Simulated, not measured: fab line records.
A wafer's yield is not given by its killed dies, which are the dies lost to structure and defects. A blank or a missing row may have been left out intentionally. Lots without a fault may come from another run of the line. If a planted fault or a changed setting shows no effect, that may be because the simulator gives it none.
Split-lot study | flow n5 finfet | 39 wafers read across 7 lots, on a route 1938 steps long

## ON THE SPLIT
At N5_BEOL_M2_ILD_DEP_00 (deposits SiOC from DEMS/O2, target thk 79 nm, time 15.3 s), the setting target thk a was moved away from the recipe's 790 angstrom on 12 of the 39 wafers read, by -23.3% to +53.5%. The other wafers ran this setting at the recipe's value.

The file shows no step between the split and the reading.

## THE READING
Values of M2_ILD_THK in nm from N5_BEOL_M2_THK_MEAS_01. Typical for fault-free wafers on this fab line: 78.9 nm, with standard deviation 1.1 nm.

wafer  | tool, chamber at the split | target thk a as run, angstrom | against the recipe | M2_ILD_THK, nm | against lot-mates on the recipe
L075.1 | pecvd-02, 2,0              | 790                           | recipe             | 77.3           | -
L075.2 | pecvd-02, 2,0              | 790                           | recipe             | 77.2           | -
L075.3 | pecvd-02, 1                | 790                           | recipe             | 78.1           | -
L075.4 | pecvd-02, 0                | 790                           | recipe             | 79.0           | -
L075.5 | pecvd-02, 2                | 790                           | recipe             | 78.9           | -
L075.6 | pecvd-02, 1                | 790                           | recipe             | 80.0           | -
L081.1 | pecvd-04, 2                | 947.2                         | +19.9%             | 94.2           | +15.3
L081.2 | pecvd-04, 1,2              | 947.2                         | +19.9%             | 95.0           | +16.1
L081.3 | pecvd-04, 0                | 790                           | recipe             | 78.6           | -
L081.4 | pecvd-04, 1,2              | 947.2                         | +19.9%             | 95.1           | +16.2
L081.5 | pecvd-04, 0                | 790                           | recipe             | 79.1           | -
L081.6 | pecvd-04, 1                | 790                           | recipe             | 78.9           | -
L084.1 | pecvd-02, 0                | 790                           | recipe             | 78.3           | -
L084.4 | pecvd-02, 2                | 790                           | recipe             | 79.4           | -
L084.6 | pecvd-02, 1                | 790                           | recipe             | 80.3           | -
L087.1 | pecvd-02, 1                | 1147                          | +45.2%             | 114.8          | +35.4
L087.2 | pecvd-02, 0                | 1147                          | +45.2%             | 114.4          | +35.0
L087.3 | pecvd-02, 2                | 790                           | recipe             | 78.8           | -
L087.4 | pecvd-02, 1                | 790                           | recipe             | 80.2           | -
L087.5 | pecvd-02, 2                | 1147                          | +45.2%             | 115.7          | +36.3
L087.6 | pecvd-02, 0                | 790                           | recipe             | 79.2           | -
L092.1 | pecvd-01, 2                | 605.6                         | -23.3%             | 59.7           | -18.9
L092.2 | pecvd-01, 1                | 605.6                         | -23.3%             | 60.6           | -18.0
L092.3 | pecvd-01, 0                | 790                           | recipe             | 77.8           | -
L092.4 | pecvd-01, 2                | 605.6                         | -23.3%             | 61.1           | -17.5
L092.5 | pecvd-01, 0                | 790                           | recipe             | 78.3           | -
L092.6 | pecvd-01, 1                | 790                           | recipe             | 79.7           | -
L096.1 | pecvd-01, 2                | 790                           | recipe             | 76.7           | -
L096.2 | pecvd-01, 0                | 790                           | recipe             | 75.9           | -
L096.3 | pecvd-01, 0                | 790                           | recipe             | 77.6           | -
L096.4 | pecvd-01, 2                | 790                           | recipe             | 78.3           | -
L096.5 | pecvd-01, 0                | 790                           | recipe             | 77.9           | -
L096.6 | pecvd-01, 2                | 790                           | recipe             | 78.0           | -
L097.1 | pecvd-01, 0,2              | 1213                          | +53.5%             | 118.9          | +41.6
L097.2 | pecvd-01, 0,2              | 1213                          | +53.5%             | 118.8          | +41.5
L097.3 | pecvd-01, 1                | 790                           | recipe             | 77.0           | -
L097.4 | pecvd-01, 2                | 790                           | recipe             | 77.9           | -
L097.5 | pecvd-01, 1                | 790                           | recipe             | 77.1           | -
L097.6 | pecvd-01, 0                | 1213                          | +53.5%             | 120.8          | +43.5
Rows listing several chambers each stand for several wafers; the file does not say which wafer went through which chamber.

FIT RESULTS
A straight line over all 39 wafers: M2_ILD_THK changes by +0.785 nm for each +1% of target thk a; r = +1.00; the points scatter about the line by 1.1 nm.
The same after taking each lot's own level away (the mean of its wafers on the recipe; 39 wafers): +0.786 nm for each +1%; r = +1.00; scatter 0.75 nm.
According to that fit, moving target thk a by its largest amount changes the reading by 42 nm.
Across the lots, their own levels run from 77.33 to 79.40 nm, a range of 1.9 times the standard deviation given above.
The two slopes are in agreement: the lot-to-lot level therefore moves the slope only a little.
Check: for one of the wafers moved furthest among these (+53.5%), held out of the fit, the line's prediction against its lot-mates is +42.3 nm. Against them it came out at +41.6 nm.

## OTHER SPLITS ON THESE WAFERS
Before the reading, these wafers also passed through other splits. Each is held against what the fit with the lots' levels taken away leaves over:
other split on the same wafers          | wafers away from the commonest value | r with M2_ILD_THK (lot level and that fit taken away)
N5_ZERO_LAYER_PECVD_02 time s           | 12                                   | +0.04
N5_FIN_SAQP_PECVD_06 time s             | 15                                   | -0.02
N5_FIN_CUT_CUT_ETCH_26 target depth a   | 15                                   | -0.06
N5_MOL_CONTACT_COAG_ALD_27 ald cycles   | 15                                   | +0.05
N5_BEOL_M0_SAQP_ETCH_107 target depth a | 9                                    | +0.00

## THE WHOLE CHAIN: every reading that the file lists as answering this split, in the file's order
step                   | what it does                                              | reading                                                                            | change (the file's fit)               | r (the file's)
N5_BEOL_M2_ILD_DEP_00  | deposits SiOC from DEMS/O2, target thk 79 nm, time 15.3 s | SiOC_of_BEOL_M2_ILD_DEP_00.thk nm (the simulator's own value, which no gauge read) | +0.787 nm for each +1% of the setting | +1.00
N5_BEOL_M2_THK_MEAS_01 |                                                           | M2_ILD_THK                                                                         | +0.787 for each +1% of the setting    | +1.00

## FILE'S OWN FIT
M2_ILD_THK changes by +0.787 nm for each +1% of target thk a, r = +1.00.
